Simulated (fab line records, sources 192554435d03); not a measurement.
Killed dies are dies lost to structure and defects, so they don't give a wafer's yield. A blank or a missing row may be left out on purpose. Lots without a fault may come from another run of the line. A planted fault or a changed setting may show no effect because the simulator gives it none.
Which tool did it? | flow n5_finfet | 11 lots, 33 wafers sampled, at 2 steps of a route of 1938

WHAT THE GAUGES READ, wafer by wafer
N5_BEOL_M7_THK_MEAS_01.
lot  | measured     | on            | M7_ILD_THK (nm)
L195 | day 8 22:57  | film_metro-01 | 152.4 153.6 154.6
L196 | day 9 00:41  | film_metro-01 | 151.7 154.9 154.9
L197 | day 9 05:15  | film_metro-01 | 154.7 154.9 156.8
L199 | day 9 09:34  | film_metro-01 | 152.0 154.8 156.7
L200 | day 9 23:28  | film_metro-02 | 154.3 155.9 156.5
L203 | day 11 09:25 | film_metro-02 | 152.1 153.9 155.2
L206 | day 11 11:10 | film_metro-02 | 151.8 158.0 155.6
L208 | day 11 11:26 | film_metro-02 | 155.1 154.1 157.6
L211 | day 13 00:09 | film_metro-02 | 153.4 155.4 156.1
L212 | day 13 02:09 | film_metro-02 | 154.6 157.8 157.9
L214 | day 13 15:21 | film_metro-01 | 154.6 153.4 156.3

WHICH TOOL RAN EACH LOT (tool, then ch and the chambers of the sampled wafers, then the start)
lot  | N5_BEOL_M7_ILD_DEP_00
L195 | pecvd-01 ch 0,1,2, day 8 22:23
L196 | pecvd-04 ch 0,1, day 9 00:05
L197 | pecvd-01 ch 0,1, day 9 04:40
L199 | pecvd-03 ch 0,2, day 9 08:59
L200 | pecvd-01 ch 0,1, day 9 21:26
L203 | pecvd-03 ch 0,2, day 11 08:50
L206 | pecvd-01 ch 0,1, day 11 10:35
L208 | pecvd-03 ch 0,2, day 11 10:52
L211 | pecvd-04 ch 1,2, day 12 23:35
L212 | pecvd-04 ch 1,2, day 13 01:34
L214 | pecvd-03 ch 0,1,2, day 13 14:18
- N5_BEOL_M7_ILD_DEP_00: deposits SiCOH lowk from DEMS/porogen, target thk 179.75 nm, time 33.4 s.

THE ANSWER, worked out from the rows above alone
Rule: what is usual is taken from the lots themselves. Put in order of their means at a reading, lots are off if they are a third of the lots or fewer, leave a main group of 4 or more, and stand apart from it by a gap of 3 or more times the standard deviation of the main group's means; of several such gaps the widest counts. A main group whose means are all the same, to the digits that the tables above print for the reading, isn't used. A lot without any number at a reading at which 4 lots or more have one is off too. The other lots that the step has rows for count as sound.
No lot is off at any reading shown: from this, nothing can be told.

WHAT THE SIMULATOR HAD PUT IN
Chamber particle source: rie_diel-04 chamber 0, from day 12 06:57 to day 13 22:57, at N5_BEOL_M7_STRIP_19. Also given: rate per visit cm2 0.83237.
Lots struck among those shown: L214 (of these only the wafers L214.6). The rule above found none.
